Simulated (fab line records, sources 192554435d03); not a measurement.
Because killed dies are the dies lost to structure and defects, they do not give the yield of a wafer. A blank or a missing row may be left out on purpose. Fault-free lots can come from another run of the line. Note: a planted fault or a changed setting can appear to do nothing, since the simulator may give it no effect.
Which tool was responsible? / flow n5 finfet / 24 lots, 72 wafers sampled, at 6 steps of a route of 1938

## WHAT THE GAUGES SHOWED, per wafer
N5_ZERO_LAYER_CD_MEAS_11 targets a cd of 2000 nm.
lot=L074; measured=day 1 12:40; on=cd sem-03; cd nm (nm)=2001.6 2003.1 2000.6
lot=L075; measured=day 1 18:46; on=cd sem-03; cd nm (nm)=1999.1 2000.5 2000.2
lot=L076; measured=day 2 00:38; on=cd sem-01; cd nm (nm)=2000.3 2000.1 2001.8
lot=L077; measured=day 2 06:46; on=cd sem-03; cd nm (nm)=1998.4 1998.4 1998.2
lot=L078; measured=day 2 12:46; on=cd sem-01; cd nm (nm)=2001.6 2000.6 2001.6
lot=L079; measured=day 2 18:46; on=cd sem-02; cd nm (nm)=1998.2 1999.7 2000.4
lot=L080; measured=day 3 00:46; on=cd sem-02; cd nm (nm)=1999.9 2001.7 2001.9
lot=L081; measured=day 3 06:40; on=cd sem-01; cd nm (nm)=1999.9 1999.6 1998.6
lot=L082; measured=day 3 12:38; on=cd sem-01; cd nm (nm)=2003.3 2003.2 2002.9
lot=L083; measured=day 3 18:41; on=cd sem-03; cd nm (nm)=2000.3 1999.9 2000.8
lot=L084; measured=day 4 00:38; on=cd sem-03; cd nm (nm)=2002.2 1999.1 2002.5
lot=L085; measured=day 4 06:38; on=cd sem-01; cd nm (nm)=2002.6 2001.3 2002.7
lot=L086; measured=day 4 12:38; on=cd sem-03; cd nm (nm)=2000.1 2001.1 2001.0
lot=L087; measured=day 4 18:46; on=cd sem-02; cd nm (nm)=2000.3 2000.0 2002.8
lot=L088; measured=day 5 00:47; on=cd sem-01; cd nm (nm)=2002.0 2000.2 2001.8
lot=L089; measured=day 5 06:38; on=cd sem-03; cd nm (nm)=1999.9 1999.4 1998.2
lot=L090; measured=day 5 12:46; on=cd sem-02; cd nm (nm)=2002.0 2001.4 2000.6
lot=L091; measured=day 5 18:46; on=cd sem-01; cd nm (nm)=1997.7 1997.7 1997.9
lot=L092; measured=day 6 00:39; on=cd sem-03; cd nm (nm)=2000.0 2000.1 1999.5
lot=L093; measured=day 6 06:46; on=cd sem-01; cd nm (nm)=1999.2 1998.8 2000.3
lot=L094; measured=day 6 12:46; on=cd sem-03; cd nm (nm)=1999.4 1999.4 1999.6
lot=L095; measured=day 6 18:46; on=cd sem-02; cd nm (nm)=1999.3 2001.4 1998.7
lot=L096; measured=day 7 00:40; on=cd sem-03; cd nm (nm)=2001.3 2001.4 2001.5
lot=L097; measured=day 7 06:47; on=cd sem-02; cd nm (nm)=1998.8 1999.8 1999.8

N5_PMOS_HMC_CHANNEL_EPI_CD_MEAS_09 targets a cd of 237.4 nm.
lot=L074; measured=day 1 18:13; on=cd sem-02; cd nm (nm)=237.7 237.9 237.3
lot=L075; measured=day 1 23:29; on=cd sem-03; cd nm (nm)=237.5 236.5 237.3
lot=L076; measured=day 2 04:58; on=cd sem-01; cd nm (nm)=237.5 238.2 237.5
lot=L077; measured=day 2 11:59; on=cd sem-02; cd nm (nm)=236.3 236.5 236.3
lot=L078; measured=day 2 18:01; on=cd sem-01; cd nm (nm)=236.8 237.0 237.1
lot=L079; measured=day 2 23:10; on=cd sem-02; cd nm (nm)=237.4 237.0 238.4
lot=L080; measured=day 3 05:02; on=cd sem-02; cd nm (nm)=237.2 237.5 236.6
lot=L081; measured=day 3 11:30; on=cd sem-02; cd nm (nm)=237.8 236.9 237.6
lot=L082; measured=day 3 17:25; on=cd sem-01; cd nm (nm)=237.7 237.8 239.3
lot=L083; measured=day 3 23:32; on=cd sem-01; cd nm (nm)=236.7 236.6 236.9
lot=L084; measured=day 4 05:19; on=cd sem-01; cd nm (nm)=236.8 236.3 237.2
lot=L085; measured=day 4 11:04; on=cd sem-02; cd nm (nm)=239.2 238.0 238.0
lot=L086; measured=day 4 17:07; on=cd sem-03; cd nm (nm)=238.8 238.0 238.3
lot=L087; measured=day 5 00:05; on=cd sem-03; cd nm (nm)=235.9 236.8 236.7
lot=L088; measured=day 5 04:54; on=cd sem-03; cd nm (nm)=237.3 237.0 236.2
lot=L089; measured=day 5 11:00; on=cd sem-01; cd nm (nm)=237.2 237.3 237.7
lot=L090; measured=day 5 17:32; on=cd sem-03; cd nm (nm)=237.6 237.4 236.6
lot=L091; measured=day 5 23:26; on=cd sem-02; cd nm (nm)=237.2 236.3 237.1
lot=L092; measured=day 6 05:31; on=cd sem-02; cd nm (nm)=237.1 237.6 238.1
lot=L093; measured=day 6 11:27; on=cd sem-02; cd nm (nm)=238.0 237.1 237.6
lot=L094; measured=day 6 17:59; on=cd sem-02; cd nm (nm)=237.5 237.5 235.8
lot=L095; measured=day 6 23:45; on=cd sem-03; cd nm (nm)=237.7 236.3 238.1
lot=L096; measured=day 7 05:06; on=cd sem-03; cd nm (nm)=238.5 238.6 239.2
lot=L097; measured=day 7 11:03; on=cd sem-02; cd nm (nm)=238.3 236.2 237.5

N5_FIN_SAQP_CD_MEAS_27 targets a cd of 20 nm.
lot=L074; measured=day 2 01:20; on=cd sem-02; cd nm (nm)=20.46 20.54 20.23
lot=L075; measured=day 2 06:25; on=cd sem-02; cd nm (nm)=20.22 19.92 20.29
lot=L076; measured=day 2 12:05; on=cd sem-01; cd nm (nm)=20.62 20.28 20.68
lot=L077; measured=day 2 18:41; on=cd sem-03; cd nm (nm)=20.24 20.34 20.31
lot=L078; measured=day 3 00:16; on=cd sem-02; cd nm (nm)=20.16 20.11 20.02
lot=L079; measured=day 3 05:33; on=cd sem-03; cd nm (nm)=20.22 19.73 20.51
lot=L080; measured=day 3 12:24; on=cd sem-01; cd nm (nm)=20.44 20.47 20.21
lot=L081; measured=day 3 20:03; on=cd sem-02; cd nm (nm)=20.73 20.39 20.20
lot=L082; measured=day 3 23:44; on=cd sem-03; cd nm (nm)=20.44 20.53 20.41
lot=L083; measured=day 4 06:56; on=cd sem-01; cd nm (nm)=20.37 20.28 20.16
lot=L084; measured=day 4 11:56; on=cd sem-03; cd nm (nm)=20.26 20.27 20.00
lot=L085; measured=day 4 18:23; on=cd sem-01; cd nm (nm)=20.31 20.58 20.53
lot=L086; measured=day 5 01:36; on=cd sem-03; cd nm (nm)=20.50 20.47 20.37
lot=L087; measured=day 5 06:49; on=cd sem-01; cd nm (nm)=20.41 20.02 20.55
lot=L088; measured=day 5 11:35; on=cd sem-01; cd nm (nm)=20.26 20.62 20.39
lot=L089; measured=day 5 17:47; on=cd sem-01; cd nm (nm)=20.28 19.94 20.08
lot=L090; measured=day 6 00:15; on=cd sem-02; cd nm (nm)=20.09 20.21 20.01
lot=L091; measured=day 6 07:03; on=cd sem-01; cd nm (nm)=20.42 20.63 20.15
lot=L092; measured=day 6 12:56; on=cd sem-03; cd nm (nm)=20.14 20.05 20.05
lot=L093; measured=day 6 19:16; on=cd sem-01; cd nm (nm)=19.89 20.38 20.31
lot=L094; measured=day 7 01:20; on=cd sem-03; cd nm (nm)=20.39 20.43 20.36
lot=L095; measured=day 7 06:26; on=cd sem-01; cd nm (nm)=20.51 19.72 19.93
lot=L096; measured=day 7 12:20; on=cd sem-02; cd nm (nm)=20.49 20.45 20.51
lot=L097; measured=day 7 17:55; on=cd sem-02; cd nm (nm)=20.24 20.10 20.16

## TOOL THAT RAN EACH LOT (tool first, then ch and the chambers of the sampled wafers, then the start)
lot=L074; N5_FIN_SAQP_PECVD_47=pecvd-02 ch 1,2, day 1 21:52; N5_FIN_SAQP_PECVD_06=pecvd-02 ch 1,2, day 1 21:57; N5_FIN_SAQP_DESCUM_21=rie diel-02 ch 0,1,3, day 1 22:55
lot=L075; N5_FIN_SAQP_PECVD_47=pecvd-04 ch 0,1, day 2 03:05; N5_FIN_SAQP_PECVD_06=pecvd-04 ch 0,1, day 2 03:10; N5_FIN_SAQP_DESCUM_21=rie diel-06 ch 0,2,3, day 2 04:08
lot=L076; N5_FIN_SAQP_PECVD_47=pecvd-02 ch 1,2, day 2 08:35; N5_FIN_SAQP_PECVD_06=pecvd-02 ch 1,2, day 2 08:40; N5_FIN_SAQP_DESCUM_21=rie diel-06 ch 0,1,2, day 2 09:56
lot=L077; N5_FIN_SAQP_PECVD_47=pecvd-04 ch 0,2, day 2 15:45; N5_FIN_SAQP_PECVD_06=pecvd-04 ch 0,2, day 2 15:50; N5_FIN_SAQP_DESCUM_21=rie diel-06 ch 2,3, day 2 16:35
lot=L078; N5_FIN_SAQP_PECVD_47=pecvd-04 ch 0,1, day 2 21:31; N5_FIN_SAQP_PECVD_06=pecvd-04 ch 0,1, day 2 21:35; N5_FIN_SAQP_DESCUM_21=rie diel-06 ch 0,1,2, day 2 22:16
lot=L079; N5_FIN_SAQP_PECVD_47=pecvd-02 ch 1,2, day 3 02:44; N5_FIN_SAQP_PECVD_06=pecvd-02 ch 1,2, day 3 02:51; N5_FIN_SAQP_DESCUM_21=rie diel-01 ch 0,1,2, day 3 03:33
lot=L080; N5_FIN_SAQP_PECVD_47=pecvd-04 ch 0,1, day 3 08:32; N5_FIN_SAQP_PECVD_06=pecvd-04 ch 0,1, day 3 08:37; N5_FIN_SAQP_DESCUM_21=rie diel-02 ch 0,2,3, day 3 10:01
lot=L081; N5_FIN_SAQP_PECVD_47=pecvd-03 ch 0,1,2, day 3 16:41; N5_FIN_SAQP_PECVD_06=pecvd-03 ch 0,1,2, day 3 16:46; N5_FIN_SAQP_DESCUM_21=rie diel-02 ch 0,1,3, day 3 17:19
lot=L082; N5_FIN_SAQP_PECVD_47=pecvd-04 ch 0,2, day 3 20:56; N5_FIN_SAQP_PECVD_06=pecvd-04 ch 0,2, day 3 21:01; N5_FIN_SAQP_DESCUM_21=rie diel-06 ch 0,2, day 3 21:41
lot=L083; N5_FIN_SAQP_PECVD_47=pecvd-04 ch 0,1, day 4 03:41; N5_FIN_SAQP_PECVD_06=pecvd-04 ch 0,1, day 4 03:46; N5_FIN_SAQP_DESCUM_21=rie diel-02 ch 1,2,3, day 4 04:26
lot=L084; N5_FIN_SAQP_PECVD_47=pecvd-04 ch 0,1,2, day 4 09:04; N5_FIN_SAQP_PECVD_06=pecvd-04 ch 0,1,2, day 4 09:09; N5_FIN_SAQP_DESCUM_21=rie diel-02 ch 0,2,3, day 4 09:42
lot=L085; N5_FIN_SAQP_PECVD_47=pecvd-04 ch 0,1,2, day 4 14:59; N5_FIN_SAQP_PECVD_06=pecvd-04 ch 0,1,2, day 4 15:04; N5_FIN_SAQP_DESCUM_21=rie diel-06 ch 1,3, day 4 15:46
lot=L086; N5_FIN_SAQP_PECVD_47=pecvd-03 ch 1,2, day 4 21:29; N5_FIN_SAQP_PECVD_06=pecvd-03 ch 1,2, day 4 21:36; N5_FIN_SAQP_DESCUM_21=rie diel-01 ch 1,2, day 4 22:18
lot=L087; N5_FIN_SAQP_PECVD_47=pecvd-03 ch 0,1,2, day 5 04:06; N5_FIN_SAQP_PECVD_06=pecvd-03 ch 0,1,2, day 5 04:11; N5_FIN_SAQP_DESCUM_21=rie diel-06 ch 2,3, day 5 04:44
lot=L088; N5_FIN_SAQP_PECVD_47=pecvd-03 ch 1,2, day 5 08:37; N5_FIN_SAQP_PECVD_06=pecvd-03 ch 1,2, day 5 08:42; N5_FIN_SAQP_DESCUM_21=rie diel-01 ch 0,2,3, day 5 09:31
lot=L089; N5_FIN_SAQP_PECVD_47=pecvd-02 ch 0,2, day 5 14:45; N5_FIN_SAQP_PECVD_06=pecvd-02 ch 0,2, day 5 14:50; N5_FIN_SAQP_DESCUM_21=rie diel-02 ch 0,1,3, day 5 15:45
lot=L090; N5_FIN_SAQP_PECVD_47=pecvd-03 ch 0,1,2, day 5 21:07; N5_FIN_SAQP_PECVD_06=pecvd-03 ch 0,1,2, day 5 21:11; N5_FIN_SAQP_DESCUM_21=rie diel-06 ch 0,2,3, day 5 22:14
lot=L091; N5_FIN_SAQP_PECVD_47=pecvd-04 ch 0,1,2, day 6 03:50; N5_FIN_SAQP_PECVD_06=pecvd-04 ch 0,1,2, day 6 03:55; N5_FIN_SAQP_DESCUM_21=rie diel-01 ch 0,2, day 6 04:35
lot=L092; N5_FIN_SAQP_PECVD_47=pecvd-03 ch 0,1,2, day 6 09:13; N5_FIN_SAQP_PECVD_06=pecvd-03 ch 0,1,2, day 6 09:19; N5_FIN_SAQP_DESCUM_21=rie diel-01 ch 0,1, day 6 10:07
lot=L093; N5_FIN_SAQP_PECVD_47=pecvd-03 ch 1,2, day 6 15:50; N5_FIN_SAQP_PECVD_06=pecvd-03 ch 1,2, day 6 15:56; N5_FIN_SAQP_DESCUM_21=rie diel-06 ch 1,2,3, day 6 16:28
lot=L094; N5_FIN_SAQP_PECVD_47=pecvd-04 ch 0,1,2, day 6 22:34; N5_FIN_SAQP_PECVD_06=pecvd-04 ch 0,1,2, day 6 22:39; N5_FIN_SAQP_DESCUM_21=rie diel-01 ch 0,1,2, day 6 23:20
lot=L095; N5_FIN_SAQP_PECVD_47=pecvd-02 ch 0,1,2, day 7 03:37; N5_FIN_SAQP_PECVD_06=pecvd-02 ch 0,1,2, day 7 03:41; N5_FIN_SAQP_DESCUM_21=rie diel-02 ch 0,1,2, day 7 04:23
lot=L096; N5_FIN_SAQP_PECVD_47=pecvd-04 ch 0,1,2, day 7 08:53; N5_FIN_SAQP_PECVD_06=pecvd-04 ch 0,1,2, day 7 08:58; N5_FIN_SAQP_DESCUM_21=rie diel-02 ch 1,2,3, day 7 10:14
lot=L097; N5_FIN_SAQP_PECVD_47=pecvd-03 ch 1,2, day 7 14:35; N5_FIN_SAQP_PECVD_06=pecvd-03 ch 1,2, day 7 14:40; N5_FIN_SAQP_DESCUM_21=rie diel-06 ch 0,3, day 7 15:14
- N5_FIN_SAQP_PECVD_47: deposits a-Si from SiH4/He, target thk 45 nm, time 36.3 s.
- N5_FIN_SAQP_PECVD_06: deposits a-Si from SiH4/He, target thk 60 nm, time 48.1 s.
- N5_FIN_SAQP_DESCUM_21: chemistry O2, time 7.9 s.

## AS READ BY THE TOOLS THEMSELVES (means over the sampled wafers that have a number; for cases with no such wafer, the mark the record gives instead)
N5_FIN_SAQP_PECVD_47.
lot=L074; tool=pecvd-02; heater power w (W)=774; rf fwd power W (W)=98.9; showerhead plenum p Torr (Torr)=5.65; throttle valve pct (%)=18.9
lot=L075; tool=pecvd-04; heater power w (W)=814; rf fwd power W (W)=98.8; showerhead plenum p Torr (Torr)=5.63; throttle valve pct (%)=17.3
lot=L076; tool=pecvd-02; heater power w (W)=721; rf fwd power W (W)=98.7; showerhead plenum p Torr (Torr)=5.69; throttle valve pct (%)=19.1
lot=L077; tool=pecvd-04; heater power w (W)=803; rf fwd power W (W)=98.8; showerhead plenum p Torr (Torr)=5.63; throttle valve pct (%)=17.3
lot=L078; tool=pecvd-04; heater power w (W)=807; rf fwd power W (W)=99.0; showerhead plenum p Torr (Torr)=5.63; throttle valve pct (%)=17.3
lot=L079; tool=pecvd-02; heater power w (W)=748; rf fwd power W (W)=99.0; showerhead plenum p Torr (Torr)=5.65; throttle valve pct (%)=18.8
lot=L080; tool=pecvd-04; heater power w (W)=860; rf fwd power W (W)=99.1; showerhead plenum p Torr (Torr)=5.63; throttle valve pct (%)=17.2
lot=L081; tool=pecvd-03; heater power w (W)=908; rf fwd power W (W)=98.9; showerhead plenum p Torr (Torr)=5.67; throttle valve pct (%)=18.5
lot=L082; tool=pecvd-04; heater power w (W)=816; rf fwd power W (W)=98.6; showerhead plenum p Torr (Torr)=5.62; throttle valve pct (%)=17.1
lot=L083; tool=pecvd-04; heater power w (W)=859; rf fwd power W (W)=99.1; showerhead plenum p Torr (Torr)=5.63; throttle valve pct (%)=17.1
lot=L084; tool=pecvd-04; heater power w (W)=876; rf fwd power W (W)=98.5; showerhead plenum p Torr (Torr)=5.63; throttle valve pct (%)=17.1
lot=L085; tool=pecvd-04; heater power w (W)=868; rf fwd power W (W)=98.9; showerhead plenum p Torr (Torr)=5.63; throttle valve pct (%)=17.2
lot=L086; tool=pecvd-03; heater power w (W)=859; rf fwd power W (W)=99.5; showerhead plenum p Torr (Torr)=5.66; throttle valve pct (%)=19.0
lot=L087; tool=pecvd-03; heater power w (W)=890; rf fwd power W (W)=99.1; showerhead plenum p Torr (Torr)=5.66; throttle valve pct (%)=18.5
lot=L088; tool=pecvd-03; heater power w (W)=844; rf fwd power W (W)=99.3; showerhead plenum p Torr (Torr)=5.64; throttle valve pct (%)=17.9
lot=L089; tool=pecvd-02; heater power w (W)=801; rf fwd power W (W)=99.2; showerhead plenum p Torr (Torr)=5.60; throttle valve pct (%)=18.6
lot=L090; tool=pecvd-03; heater power w (W)=886; rf fwd power W (W)=99.0; showerhead plenum p Torr (Torr)=5.66; throttle valve pct (%)=18.6
lot=L091; tool=pecvd-04; heater power w (W)=881; rf fwd power W (W)=99.0; showerhead plenum p Torr (Torr)=5.64; throttle valve pct (%)=17.1
lot=L092; tool=pecvd-03; heater power w (W)=876; rf fwd power W (W)=99.2; showerhead plenum p Torr (Torr)=5.66; throttle valve pct (%)=18.6
lot=L093; tool=pecvd-03; heater power w (W)=854; rf fwd power W (W)=99.0; showerhead plenum p Torr (Torr)=5.63; throttle valve pct (%)=17.9
lot=L094; tool=pecvd-04; heater power w (W)=821; rf fwd power W (W)=99.1; showerhead plenum p Torr (Torr)=5.63; throttle valve pct (%)=17.1
lot=L095; tool=pecvd-02; heater power w (W)=798; rf fwd power W (W)=99.2; showerhead plenum p Torr (Torr)=5.63; throttle valve pct (%)=18.6
lot=L096; tool=pecvd-04; heater power w (W)=865; rf fwd power W (W)=99.1; showerhead plenum p Torr (Torr)=5.63; throttle valve pct (%)=17.2
lot=L097; tool=pecvd-03; heater power w (W)=870; rf fwd power W (W)=99.3; showerhead plenum p Torr (Torr)=5.66; throttle valve pct (%)=18.9

N5_FIN_SAQP_PECVD_06.
lot=L074; tool=pecvd-02; heater power w (W)=705; rf fwd power W (W)=98.8; showerhead plenum p Torr (Torr)=5.65; throttle valve pct (%)=18.9
lot=L075; tool=pecvd-04; heater power w (W)=776; rf fwd power W (W)=99.1; showerhead plenum p Torr (Torr)=5.62; throttle valve pct (%)=17.2
lot=L076; tool=pecvd-02; heater power w (W)=765; rf fwd power W (W)=99.3; showerhead plenum p Torr (Torr)=5.69; throttle valve pct (%)=19.1
lot=L077; tool=pecvd-04; heater power w (W)=811; rf fwd power W (W)=98.8; showerhead plenum p Torr (Torr)=5.64; throttle valve pct (%)=17.1
lot=L078; tool=pecvd-04; heater power w (W)=752; rf fwd power W (W)=99.2; showerhead plenum p Torr (Torr)=5.63; throttle valve pct (%)=17.3
lot=L079; tool=pecvd-02; heater power w (W)=788; rf fwd power W (W)=99.4; showerhead plenum p Torr (Torr)=5.66; throttle valve pct (%)=18.9
lot=L080; tool=pecvd-04; heater power w (W)=864; rf fwd power W (W)=99.3; showerhead plenum p Torr (Torr)=5.63; throttle valve pct (%)=17.2
lot=L081; tool=pecvd-03; heater power w (W)=814; rf fwd power W (W)=99.2; showerhead plenum p Torr (Torr)=5.67; throttle valve pct (%)=18.5
lot=L082; tool=pecvd-04; heater power w (W)=749; rf fwd power W (W)=99.0; showerhead plenum p Torr (Torr)=5.64; throttle valve pct (%)=17.2
lot=L083; tool=pecvd-04; heater power w (W)=900; rf fwd power W (W)=99.5; showerhead plenum p Torr (Torr)=5.64; throttle valve pct (%)=17.1
lot=L084; tool=pecvd-04; heater power w (W)=884; rf fwd power W (W)=99.3; showerhead plenum p Torr (Torr)=5.64; throttle valve pct (%)=17.2
lot=L085; tool=pecvd-04; heater power w (W)=889; rf fwd power W (W)=99.1; showerhead plenum p Torr (Torr)=5.63; throttle valve pct (%)=17.1
lot=L086; tool=pecvd-03; heater power w (W)=791; rf fwd power W (W)=99.6; showerhead plenum p Torr (Torr)=5.67; throttle valve pct (%)=18.7
lot=L087; tool=pecvd-03; heater power w (W)=873; rf fwd power W (W)=99.5; showerhead plenum p Torr (Torr)=5.67; throttle valve pct (%)=18.6
lot=L088; tool=pecvd-03; heater power w (W)=863; rf fwd power W (W)=99.6; showerhead plenum p Torr (Torr)=5.64; throttle valve pct (%)=17.9
lot=L089; tool=pecvd-02; heater power w (W)=743; rf fwd power W (W)=99.4; showerhead plenum p Torr (Torr)=5.60; throttle valve pct (%)=18.7
lot=L090; tool=pecvd-03; heater power w (W)=869; rf fwd power W (W)=99.3; showerhead plenum p Torr (Torr)=5.66; throttle valve pct (%)=18.5
lot=L091; tool=pecvd-04; heater power w (W)=873; rf fwd power W (W)=99.1; showerhead plenum p Torr (Torr)=5.63; throttle valve pct (%)=17.1
lot=L092; tool=pecvd-03; heater power w (W)=797; rf fwd power W (W)=99.3; showerhead plenum p Torr (Torr)=5.67; throttle valve pct (%)=18.5
lot=L093; tool=pecvd-03; heater power w (W)=854; rf fwd power W (W)=99.0; showerhead plenum p Torr (Torr)=5.63; throttle valve pct (%)=18.1
lot=L094; tool=pecvd-04; heater power w (W)=911; rf fwd power W (W)=99.3; showerhead plenum p Torr (Torr)=5.63; throttle valve pct (%)=17.1
lot=L095; tool=pecvd-02; heater power w (W)=833; rf fwd power W (W)=99.4; showerhead plenum p Torr (Torr)=5.64; throttle valve pct (%)=18.8
lot=L096; tool=pecvd-04; heater power w (W)=878; rf fwd power W (W)=99.3; showerhead plenum p Torr (Torr)=5.63; throttle valve pct (%)=17.1
lot=L097; tool=pecvd-03; heater power w (W)=765; rf fwd power W (W)=99.4; showerhead plenum p Torr (Torr)=5.66; throttle valve pct (%)=19.0

N5_FIN_SAQP_DESCUM_21.
lot=L074; tool=rie diel-02; drypump motor current A (A)=6.0; oes product au (a.u.)=0.75; rf fwd power W (W)=49.60; rf vpp V (V)=243.1; showerhead plenum p Torr (Torr)=2.06; throttle valve pct (%)=20.30
lot=L075; tool=rie diel-06; drypump motor current A (A)=5.8; oes product au (a.u.)=0.77; rf fwd power W (W)=49.43; rf vpp V (V)=243.4; showerhead plenum p Torr (Torr)=2.12; throttle valve pct (%)=20.62
lot=L076; tool=rie diel-06; drypump motor current A (A)=5.4; oes product au (a.u.)=0.72; rf fwd power W (W)=49.47; rf vpp V (V)=242.8; showerhead plenum p Torr (Torr)=2.10; throttle valve pct (%)=20.59
lot=L077; tool=rie diel-06; drypump motor current A (A)=5.8; oes product au (a.u.)=0.80; rf fwd power W (W)=49.46; rf vpp V (V)=244.6; showerhead plenum p Torr (Torr)=2.16; throttle valve pct (%)=20.69
lot=L078; tool=rie diel-06; drypump motor current A (A)=5.4; oes product au (a.u.)=0.72; rf fwd power W (W)=49.32; rf vpp V (V)=242.8; showerhead plenum p Torr (Torr)=2.10; throttle valve pct (%)=20.59
lot=L079; tool=rie diel-01; drypump motor current A (A)=5.4; oes product au (a.u.)=0.82; rf fwd power W (W)=49.53; rf vpp V (V)=244.9; showerhead plenum p Torr (Torr)=2.13; throttle valve pct (%)=20.43
lot=L080; tool=rie diel-02; drypump motor current A (A)=5.8; oes product au (a.u.)=0.78; rf fwd power W (W)=49.46; rf vpp V (V)=242.3; showerhead plenum p Torr (Torr)=2.08; throttle valve pct (%)=20.25
lot=L081; tool=rie diel-02; drypump motor current A (A)=6.0; oes product au (a.u.)=0.74; rf fwd power W (W)=49.68; rf vpp V (V)=243.0; showerhead plenum p Torr (Torr)=2.06; throttle valve pct (%)=20.32
lot=L082; tool=rie diel-06; drypump motor current A (A)=5.5; oes product au (a.u.)=0.74; rf fwd power W (W)=49.60; rf vpp V (V)=244.4; showerhead plenum p Torr (Torr)=2.15; throttle valve pct (%)=20.69
lot=L083; tool=rie diel-02; drypump motor current A (A)=6.2; oes product au (a.u.)=0.79; rf fwd power W (W)=49.48; rf vpp V (V)=244.4; showerhead plenum p Torr (Torr)=2.14; throttle valve pct (%)=20.29
lot=L084; tool=rie diel-02; drypump motor current A (A)=5.8; oes product au (a.u.)=0.77; rf fwd power W (W)=49.58; rf vpp V (V)=242.3; showerhead plenum p Torr (Torr)=2.07; throttle valve pct (%)=20.27
lot=L085; tool=rie diel-06; drypump motor current A (A)=5.9; oes product au (a.u.)=0.76; rf fwd power W (W)=49.27; rf vpp V (V)=244.0; showerhead plenum p Torr (Torr)=2.08; throttle valve pct (%)=20.55
lot=L086; tool=rie diel-01; drypump motor current A (A)=5.4; oes product au (a.u.)=0.85; rf fwd power W (W)=49.43; rf vpp V (V)=244.2; showerhead plenum p Torr (Torr)=2.20; throttle valve pct (%)=20.31
lot=L087; tool=rie diel-06; drypump motor current A (A)=5.7; oes product au (a.u.)=0.77; rf fwd power W (W)=49.45; rf vpp V (V)=244.4; showerhead plenum p Torr (Torr)=2.15; throttle valve pct (%)=20.71
lot=L088; tool=rie diel-01; drypump motor current A (A)=5.6; oes product au (a.u.)=0.75; rf fwd power W (W)=49.56; rf vpp V (V)=244.1; showerhead plenum p Torr (Torr)=2.12; throttle valve pct (%)=20.55
lot=L089; tool=rie diel-02; drypump motor current A (A)=6.0; oes product au (a.u.)=0.72; rf fwd power W (W)=49.53; rf vpp V (V)=242.6; showerhead plenum p Torr (Torr)=2.05; throttle valve pct (%)=20.34
lot=L090; tool=rie diel-06; drypump motor current A (A)=5.8; oes product au (a.u.)=0.84; rf fwd power W (W)=49.40; rf vpp V (V)=244.0; showerhead plenum p Torr (Torr)=2.11; throttle valve pct (%)=20.53
lot=L091; tool=rie diel-01; drypump motor current A (A)=5.5; oes product au (a.u.)=0.75; rf fwd power W (W)=49.49; rf vpp V (V)=243.5; showerhead plenum p Torr (Torr)=2.05; throttle valve pct (%)=20.62
lot=L092; tool=rie diel-01; drypump motor current A (A)=5.6; oes product au (a.u.)=0.84; rf fwd power W (W)=49.25; rf vpp V (V)=244.8; showerhead plenum p Torr (Torr)=2.14; throttle valve pct (%)=20.26
lot=L093; tool=rie diel-06; drypump motor current A (A)=5.6; oes product au (a.u.)=0.83; rf fwd power W (W)=49.45; rf vpp V (V)=244.0; showerhead plenum p Torr (Torr)=2.11; throttle valve pct (%)=20.52
lot=L094; tool=rie diel-01; drypump motor current A (A)=5.4; oes product au (a.u.)=0.78; rf fwd power W (W)=49.43; rf vpp V (V)=243.0; showerhead plenum p Torr (Torr)=2.12; throttle valve pct (%)=20.48
lot=L095; tool=rie diel-02; drypump motor current A (A)=6.0; oes product au (a.u.)=0.73; rf fwd power W (W)=49.45; rf vpp V (V)=243.4; showerhead plenum p Torr (Torr)=2.11; throttle valve pct (%)=20.40
lot=L096; tool=rie diel-02; drypump motor current A (A)=6.2; oes product au (a.u.)=0.75; rf fwd power W (W)=49.50; rf vpp V (V)=244.1; showerhead plenum p Torr (Torr)=2.13; throttle valve pct (%)=20.34
lot=L097; tool=rie diel-06; drypump motor current A (A)=6.2; oes product au (a.u.)=0.83; rf fwd power W (W)=49.38; rf vpp V (V)=243.0; showerhead plenum p Torr (Torr)=2.08; throttle valve pct (%)=20.50

## THE ANSWER, worked out from the rows above alone
Rule: usual is defined by the lots themselves. Put in order of their means at a reading, lots are off if they are a third of the lots or fewer, leave a main group of 4 or more, and stand apart from it by a gap of 3 or more times the standard deviation of the main group's means; of several such gaps the widest counts. If all means in a main group match to the digits the tables above print for the reading, that group is not used. A lot without any number at a reading at which 4 lots or more have one is off too. Where the step has rows for the other lots, those lots are counted as sound. First the gauges in route order, then the tools' own readings, where a lot's mean is used as printed above. At the first step where some lot is off, the reading lying furthest off is the one used; lots without a number count as furthest.
None of the lots is off at any reading shown; this tells nothing.

## WHAT THE SIMULATOR HAD PUT IN
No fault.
